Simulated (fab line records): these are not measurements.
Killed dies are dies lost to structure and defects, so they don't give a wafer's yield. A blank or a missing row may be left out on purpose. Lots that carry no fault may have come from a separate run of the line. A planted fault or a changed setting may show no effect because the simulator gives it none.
2 desks looking at one fault + flow nandHarc + each desk has only its own numbers; what lay behind them comes last

== TOOL OWNER'S DESK, harEtch-02 ==
The tool's own readings at NHARC_A_CHANNEL_HOLE_D1_ETCH_33 (etches the open film in C4F8/O2/Ar, time 90 s, target depth 400 nm): means of the sampled wafers that have a number, for each lot that ran on this tool. If a lot's mean is further than 4 standard deviations from the usual mean, the lot is out of limits and carries the mark OUT (the distance appears in the brackets).
Columns: A = drypumpMotorCurrentA at NHARC_A_CHANNEL_HOLE_D1_ETCH_33, usual 6.1 A; B = oesAirLineAu at NHARC_A_CHANNEL_HOLE_D1_ETCH_33, usual 0.998 a.u.; C = rfFwdPowerW at NHARC_A_CHANNEL_HOLE_D1_ETCH_33, usual 1986 W; D = showerheadPlenumPTorr at NHARC_A_CHANNEL_HOLE_D1_ETCH_33, usual 3.69 Torr; E = tempC at NHARC_A_CHANNEL_HOLE_D1_ETCH_33, usual -20.01 C; F = throttleValvePct at NHARC_A_CHANNEL_HOLE_D1_ETCH_33, usual 27.620 %
| lot  | first seen here | A   | B     | C    | D    | E      | F      |
|------|-----------------|-----|-------|------|------|--------|--------|
| L315 | day 9 23:35     | 5.6 | 1.001 | 1988 | 3.80 | -20.05 | 27.619 |
| L317 | day 11 05:16    | 5.6 | 1.002 | 1990 | 3.79 | -20.00 | 27.615 |
| L319 | day 12 04:07    | 5.6 | 0.999 | 1985 | 3.78 | -20.01 | 27.621 |
| L326 | day 14 18:25    | 5.7 | 1.013 | 1986 | 3.77 | -20.06 | 27.617 |
| L328 | day 15 16:08    | 5.6 | 1.005 | 1993 | 3.75 | -19.95 | 27.618 |
| L332 | day 17 13:58    | 5.7 | 1.017 | 1986 | 3.75 | -20.15 | 27.615 |
| L333 | day 18 03:11    | 5.6 | 0.999 | 1985 | 3.74 | -20.10 | 27.628 |
| L334 | day 18 11:30    | 5.7 | 0.999 | 1987 | 3.74 | -19.97 | 27.617 |
This desk's finding: nothing out of limits on any of the 8 lots.

== THE DEFECT DESK ==
What the inspections along the route counted, lot by lot: means of the sampled wafers that have a number. If a lot's mean is further than 4 standard deviations from the usual mean, the lot is out of limits and carries the mark OUT (the distance appears in the brackets).
Columns: A = rawDefectCount at NHARC_A_CHANNEL_HOLE_D1_INSPECT_40, usual 68
| lot  | first seen here | A             |
|------|-----------------|---------------|
| L312 | day 9 13:21     | 45            |
| L315 | day 10 01:16    | 92            |
| L314 | day 10 01:55    | 42            |
| L317 | day 11 06:59    | 708 (+24) OUT |
| L319 | day 12 06:02    | 676 (+23) OUT |
| L326 | day 14 20:08    | 85            |
| L328 | day 15 17:51    | 100           |
| L329 | day 16 14:39    | 69            |
| L332 | day 17 15:50    | 55            |
| L333 | day 18 04:53    | 44            |
| L334 | day 18 13:11    | 51            |
This desk's verdict: out of limits on L317, L319, starting with L317 at day 11 06:59 (rawDefectCount at NHARC_A_CHANNEL_HOLE_D1_INSPECT_40). In limits: L312, L315, L314, L326, L328, L329, L332, L333, L334.

== ALL TOGETHER ==
The defect desk could have raised an alarm at day 11 06:59, on L317, L319.
The desk of the tool owner found nothing out of limits.
On record at the tool owner's desk: L317, L319, within its limits.
The lots listed all ran NHARC_A_CHANNEL_HOLE_D1_ETCH_33 on harEtch-02.

== WHAT THE SIMULATOR HAD PUT IN ==
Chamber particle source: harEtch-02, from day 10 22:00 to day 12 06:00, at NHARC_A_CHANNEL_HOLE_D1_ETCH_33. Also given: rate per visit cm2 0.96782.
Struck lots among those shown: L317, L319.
Hours from the fault's start to each desk's first reading out of limits: the defect desk, 9.
